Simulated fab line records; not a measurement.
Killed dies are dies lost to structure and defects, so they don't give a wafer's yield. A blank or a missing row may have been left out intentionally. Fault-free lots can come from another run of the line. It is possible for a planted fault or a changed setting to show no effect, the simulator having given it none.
Which tool did it? :: flow nand-harc :: Sampling: 13 lots, 39 wafers, 5 of 1159 route steps

== WHAT THE GAUGES SHOWED, per wafer ==
NHARC_END_SORT_01.
lot: L735
measured: day 22 13:32
on: prober-01
killed-at-array: 35 24 33
killed-at-other: 0 2 1
killed-at-periphery: 1 4 2
killed-dies: 36 30 36
killed-open: 4 5 4
killed-short: 3 2 5

== WHAT TOOL EACH LOT RAN ON (gives the tool, then ch and the chambers of the sampled wafers, and finally the start) ==
lot: L721
NHARC_A_SLIT_DEP_23: pecvd-02 ch 1,2, day 13 22:49
NHARC_A_WL_FILL_STRIP_27: plasma-asher-01 ch 0,1, day 14 16:38
NHARC_A_WL_FILL_ETCHBACK_17: rie-metal-03 ch 0,1, day 15 03:34
NHARC_A_WL_FILL_ALD_19: ald-metal-04 ch 0,1,2, day 15 08:55

lot: L724
NHARC_A_SLIT_DEP_23: pecvd-01 ch 0,2, day 14 09:02
NHARC_A_WL_FILL_STRIP_27: plasma-asher-01 ch 0,1, day 15 01:44
NHARC_A_WL_FILL_ETCHBACK_17: rie-metal-03 ch 0,1, day 15 11:50
NHARC_A_WL_FILL_ALD_19: ald-metal-03 ch 0,2, day 15 17:31

lot: L730
NHARC_A_SLIT_DEP_23: pecvd-03 ch 0,2, day 16 10:52
NHARC_A_WL_FILL_STRIP_27: plasma-asher-02 ch 0,1, day 17 14:35
NHARC_A_WL_FILL_ETCHBACK_17: rie-metal-03 ch 0,1, day 17 22:22
NHARC_A_WL_FILL_ALD_19: ald-metal-03 ch 0,3, day 18 03:16

lot: L734
NHARC_A_SLIT_DEP_23: pecvd-02 ch 0,1,2, day 17 06:43
NHARC_A_WL_FILL_STRIP_27: plasma-asher-01 ch 0,1, day 18 00:53
NHARC_A_WL_FILL_ETCHBACK_17: rie-metal-02 ch 0,1, day 18 10:56
NHARC_A_WL_FILL_ALD_19: ald-metal-01 ch 1,3, day 18 16:19

lot: L732
NHARC_A_SLIT_DEP_23: pecvd-01 ch 1,2, day 17 07:37
NHARC_A_WL_FILL_STRIP_27: plasma-asher-02 ch 1, day 18 00:53
NHARC_A_WL_FILL_ETCHBACK_17: rie-metal-03 ch 0,1, day 18 10:56
NHARC_A_WL_FILL_ALD_19: ald-metal-03 ch 1,2,3, day 18 16:17

lot: L735
NHARC_A_SLIT_DEP_23: pecvd-02 ch 0,1,2, day 17 07:47
NHARC_A_WL_FILL_STRIP_27: plasma-asher-02 ch 0,1, day 18 03:45
NHARC_A_WL_FILL_ETCHBACK_17: rie-metal-01 ch 0,1, day 18 11:01
NHARC_A_WL_FILL_ALD_19: ald-metal-04 ch 0,2,3, day 18 16:14

lot: L736
NHARC_A_SLIT_DEP_23: pecvd-02 ch 0,2, day 18 06:59
NHARC_A_WL_FILL_STRIP_27: plasma-asher-01 ch 0,1, day 19 08:01
NHARC_A_WL_FILL_ETCHBACK_17: rie-metal-02 ch 0,1, day 19 18:22
NHARC_A_WL_FILL_ALD_19: ald-metal-04 ch 1,3, day 20 00:05

lot: L740
NHARC_A_SLIT_DEP_23: pecvd-02 ch 1,2, day 18 11:27
NHARC_A_WL_FILL_STRIP_27: plasma-asher-01 ch 0,1, day 19 11:25
NHARC_A_WL_FILL_ETCHBACK_17: rie-metal-01 ch 0,1, day 19 21:45
NHARC_A_WL_FILL_ALD_19: ald-metal-04 ch 2,3, day 20 03:31

lot: L739
NHARC_A_SLIT_DEP_23: pecvd-03 ch 0,1, day 18 17:33
NHARC_A_WL_FILL_STRIP_27: plasma-asher-02 ch 0,1, day 19 12:30
NHARC_A_WL_FILL_ETCHBACK_17: rie-metal-02 ch 0,1, day 19 22:56
NHARC_A_WL_FILL_ALD_19: ald-metal-03 ch 1,2,3, day 20 03:34

lot: L738
NHARC_A_SLIT_DEP_23: pecvd-03 ch 0,1,2, day 18 18:18
NHARC_A_WL_FILL_STRIP_27: plasma-asher-01 ch 0,1, day 19 14:16
NHARC_A_WL_FILL_ETCHBACK_17: rie-metal-01 ch 0,1, day 19 23:50
NHARC_A_WL_FILL_ALD_19: ald-metal-04 ch 0,1,2, day 20 03:40

lot: L742
NHARC_A_SLIT_DEP_23: pecvd-01 ch 1,2, day 19 15:04
NHARC_A_WL_FILL_STRIP_27: plasma-asher-02 ch 0,1, day 20 13:29
NHARC_A_WL_FILL_ETCHBACK_17: rie-metal-01 ch 0,1, day 20 23:58
NHARC_A_WL_FILL_ALD_19: ald-metal-04 ch 0,1,2, day 21 05:38

lot: L744
NHARC_A_SLIT_DEP_23: pecvd-01 ch 1,2, day 19 16:38
NHARC_A_WL_FILL_STRIP_27: plasma-asher-02 ch 0,1, day 20 19:49
NHARC_A_WL_FILL_ETCHBACK_17: rie-metal-03 ch 0,1, day 21 05:39
NHARC_A_WL_FILL_ALD_19: ald-metal-03 ch 0,2, day 21 11:20

lot: L743
NHARC_A_SLIT_DEP_23: pecvd-03 ch 0,1, day 19 21:51
NHARC_A_WL_FILL_STRIP_27: plasma-asher-02 ch 0,1, day 20 23:52
NHARC_A_WL_FILL_ETCHBACK_17: rie-metal-03 ch 0,1, day 21 09:59
NHARC_A_WL_FILL_ALD_19: ald-metal-03 ch 0,1,2, day 21 15:31
- NHARC_A_SLIT_DEP_23: deposits SiON, target thk 100 nm.
- NHARC_A_WL_FILL_STRIP_27: strips in N2/H2, time 20 s.
- NHARC_A_WL_FILL_ETCHBACK_17: etches the open film in Cl2/BCl3, target depth 4 nm, time 26.7 s.
- NHARC_A_WL_FILL_ALD_19: deposits TiN, target thk 2 nm, pulse time 3 s, ald cycles 100.

== WHAT THE TOOLS THEMSELVES READ (means of the sampled wafers that have a number; where no wafer has one, the mark that the record gives instead) ==
NHARC_A_SLIT_DEP_23.
lot: L721
tool: pecvd-02
heater-power-w (W): 740

lot: L724
tool: pecvd-01
heater-power-w (W): 750

lot: L730
tool: pecvd-03
heater-power-w (W): 642

lot: L734
tool: pecvd-02
heater-power-w (W): 684

lot: L732
tool: pecvd-01
heater-power-w (W): 700

lot: L735
tool: pecvd-02
heater-power-w (W): 698

lot: L736
tool: pecvd-02
heater-power-w (W): 666

lot: L740
tool: pecvd-02
heater-power-w (W): 729

lot: L739
tool: pecvd-03
heater-power-w (W): 758

lot: L738
tool: pecvd-03
heater-power-w (W): 699

lot: L742
tool: pecvd-01
heater-power-w (W): 766

lot: L744
tool: pecvd-01
heater-power-w (W): 732

lot: L743
tool: pecvd-03
heater-power-w (W): 778

NHARC_A_WL_FILL_STRIP_27.
lot: L721
tool: plasma-asher-01
drypump-motor-current-A (A): 6.6
heater-power-w (W): 342

lot: L724
tool: plasma-asher-01
drypump-motor-current-A (A): 6.6
heater-power-w (W): 342

lot: L730
tool: plasma-asher-02
drypump-motor-current-A (A): 5.8
heater-power-w (W): 345

lot: L734
tool: plasma-asher-01
drypump-motor-current-A (A): 6.6
heater-power-w (W): 340

lot: L732
tool: plasma-asher-02
drypump-motor-current-A (A): 5.6
heater-power-w (W): 295

lot: L735
tool: plasma-asher-02
drypump-motor-current-A (A): 5.8
heater-power-w (W): 346

lot: L736
tool: plasma-asher-01
drypump-motor-current-A (A): 6.6
heater-power-w (W): 339

lot: L740
tool: plasma-asher-01
drypump-motor-current-A (A): 6.6
heater-power-w (W): 341

lot: L739
tool: plasma-asher-02
drypump-motor-current-A (A): 5.7
heater-power-w (W): 323

lot: L738
tool: plasma-asher-01
drypump-motor-current-A (A): 6.6
heater-power-w (W): 342

lot: L742
tool: plasma-asher-02
drypump-motor-current-A (A): 5.7
heater-power-w (W): 311

lot: L744
tool: plasma-asher-02
drypump-motor-current-A (A): 5.7
heater-power-w (W): 318

lot: L743
tool: plasma-asher-02
drypump-motor-current-A (A): 5.7
heater-power-w (W): 318

NHARC_A_WL_FILL_ETCHBACK_17.
lot: L721
tool: rie-metal-03
chamber-pressure-mTorr (mTorr): 10.003
drypump-motor-current-A (A): 5.3
oes-product-au (a.u.): 0.998

lot: L724
tool: rie-metal-03
chamber-pressure-mTorr (mTorr): 10.006
drypump-motor-current-A (A): 5.7
oes-product-au (a.u.): 0.999

lot: L730
tool: rie-metal-03
chamber-pressure-mTorr (mTorr): 9.994
drypump-motor-current-A (A): 5.7
oes-product-au (a.u.): 0.874

lot: L734
tool: rie-metal-02
chamber-pressure-mTorr (mTorr): 10.001
drypump-motor-current-A (A): 5.3
oes-product-au (a.u.): 1.001

lot: L732
tool: rie-metal-03
chamber-pressure-mTorr (mTorr): 9.996
drypump-motor-current-A (A): 5.4
oes-product-au (a.u.): 0.929

lot: L735
tool: rie-metal-01
chamber-pressure-mTorr (mTorr): 10.005
drypump-motor-current-A (A): 5.5
oes-product-au (a.u.): 0.995

lot: L736
tool: rie-metal-02
chamber-pressure-mTorr (mTorr): 10.013
drypump-motor-current-A (A): 5.2
oes-product-au (a.u.): 1.009

lot: L740
tool: rie-metal-01
chamber-pressure-mTorr (mTorr): 9.996
drypump-motor-current-A (A): 5.6
oes-product-au (a.u.): 1.005

lot: L739
tool: rie-metal-02
chamber-pressure-mTorr (mTorr): 9.999
drypump-motor-current-A (A): 5.2
oes-product-au (a.u.): 0.999

lot: L738
tool: rie-metal-01
chamber-pressure-mTorr (mTorr): 9.990
drypump-motor-current-A (A): 5.5
oes-product-au (a.u.): 1.004

lot: L742
tool: rie-metal-01
chamber-pressure-mTorr (mTorr): 10.003
drypump-motor-current-A (A): 5.5
oes-product-au (a.u.): 0.998

lot: L744
tool: rie-metal-03
chamber-pressure-mTorr (mTorr): 10.004
drypump-motor-current-A (A): 5.3
oes-product-au (a.u.): 0.996

lot: L743
tool: rie-metal-03
chamber-pressure-mTorr (mTorr): 10.002
drypump-motor-current-A (A): 5.7
oes-product-au (a.u.): 0.995

NHARC_A_WL_FILL_ALD_19.
lot: L721
tool: ald-metal-04
heater-power-w (W): 993
precursor-pulse-height-rel: 1.002

lot: L724
tool: ald-metal-03
heater-power-w (W): 1194
precursor-pulse-height-rel: 1.007

lot: L730
tool: ald-metal-03
heater-power-w (W): 1096
precursor-pulse-height-rel: 1.033

lot: L734
tool: ald-metal-01
heater-power-w (W): 1154
precursor-pulse-height-rel: 1.008

lot: L732
tool: ald-metal-03
heater-power-w (W): 1085
precursor-pulse-height-rel: 0.999

lot: L735
tool: ald-metal-04
heater-power-w (W): 1076
precursor-pulse-height-rel: 1.012

lot: L736
tool: ald-metal-04
heater-power-w (W): 1077
precursor-pulse-height-rel: 0.985

lot: L740
tool: ald-metal-04
heater-power-w (W): 1158
precursor-pulse-height-rel: 0.982

lot: L739
tool: ald-metal-03
heater-power-w (W): 1122
precursor-pulse-height-rel: 0.988

lot: L738
tool: ald-metal-04
heater-power-w (W): 1011
precursor-pulse-height-rel: 1.003

lot: L742
tool: ald-metal-04
heater-power-w (W): 1029
precursor-pulse-height-rel: 1.003

lot: L744
tool: ald-metal-03
heater-power-w (W): 1213
precursor-pulse-height-rel: 1.002

lot: L743
tool: ald-metal-03
heater-power-w (W): 1110
precursor-pulse-height-rel: 1.014

== THE ANSWER, worked out from the rows above alone ==
Rule: what is usual is taken from the lots themselves. Put in order of their means at a reading, lots are off if they are a third of the lots or fewer, leave a main group of 4 or more, and stand apart from it by a gap of 3 or more times the standard deviation of the main group's means; of several such gaps the widest counts. The tables above print the reading to a certain number of digits; a main group whose means all agree to those digits is not used. Also off: a lot with no number at a reading for which 4 or more lots have one. Where the step has rows for the other lots, those lots are counted as sound. After the gauges, taken in route order, come the tools' own readings; for these a lot's mean is taken, as printed above. At the first step where some lot is off, the reading lying furthest off is the one used; lots without a number count as furthest.
Off: L730, L732, at NHARC_A_WL_FILL_ETCHBACK_17 (oes-product-au). Mean 1.000 a.u. and standard deviation 0.0043 in the main group.
If a tool, at that step or one of the process steps before it, ran each lot that is off and ran no sound lot following the first of them, it fits. Not one of the candidates tried fits.

== WHAT THE SIMULATOR HAD INSERTED ==
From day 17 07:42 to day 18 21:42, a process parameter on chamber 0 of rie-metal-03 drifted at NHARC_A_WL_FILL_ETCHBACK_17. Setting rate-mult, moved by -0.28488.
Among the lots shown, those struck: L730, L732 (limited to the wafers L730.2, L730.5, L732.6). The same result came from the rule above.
